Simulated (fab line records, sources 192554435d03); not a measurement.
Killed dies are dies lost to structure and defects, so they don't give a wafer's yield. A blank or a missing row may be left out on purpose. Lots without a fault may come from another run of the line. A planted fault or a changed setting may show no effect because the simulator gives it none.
Chamber matching | flow n5_finfet | N5_GATE_CUT_ETCH_19 on rie_diel-05: 4 sister chambers
The step etches SiNx in CH3F/O2, target depth 53.7 nm, time 76.7 s. 4 wafers are shown with their chamber, then 8 later ones without.

WAFERS WITH THEIR CHAMBER
wafer  | chamber | showerhead_plenum_p_Torr (Torr)
L082.4 | 0       | 2.05
L082.5 | 2       | 1.91
L082.6 | 1       | 2.08
L084.1 | 3       | 2.04

WAFERS WITHOUT THEIR CHAMBER
wafer  | showerhead_plenum_p_Torr (Torr)
L084.4 | 2.08
L084.6 | 2.08
L092.1 | 1.90
L092.2 | 2.07
L092.5 | 1.90
L095.2 | 2.07
L095.3 | 2.05
L095.5 | 1.90

WHICH CHAMBER EACH WENT THROUGH
wafer  | from the rows above     | in truth
L084.4 | 1                       | 1
L084.6 | 1                       | 1
L092.1 | 2                       | 2
L092.2 | can't be placed: 1 or 0 | 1
L092.5 | 2                       | 2
L095.2 | can't be placed: 1 or 0 | 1
L095.3 | can't be placed: 0 or 3 | 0
L095.5 | 2                       | 2
Placed correctly: 5 of 8. Can't be placed from these rows: 3 (the true chamber is among the candidates in 3). Placed wrongly: 0.
How it was worked out, from the rows above alone: a wafer's distance from a chamber is the root of the sum, over the readings, of the square of ((its reading less the chamber's mean) divided by the reading's scatter). The wafer belongs to the nearest chamber; if the next one is less than 2 further off, it can't be placed. A chamber's mean is the mean of its shown wafers. The scatter: with one shown wafer a chamber, the root of the mean of the squares of how far each hidden wafer lies from its nearest shown one.
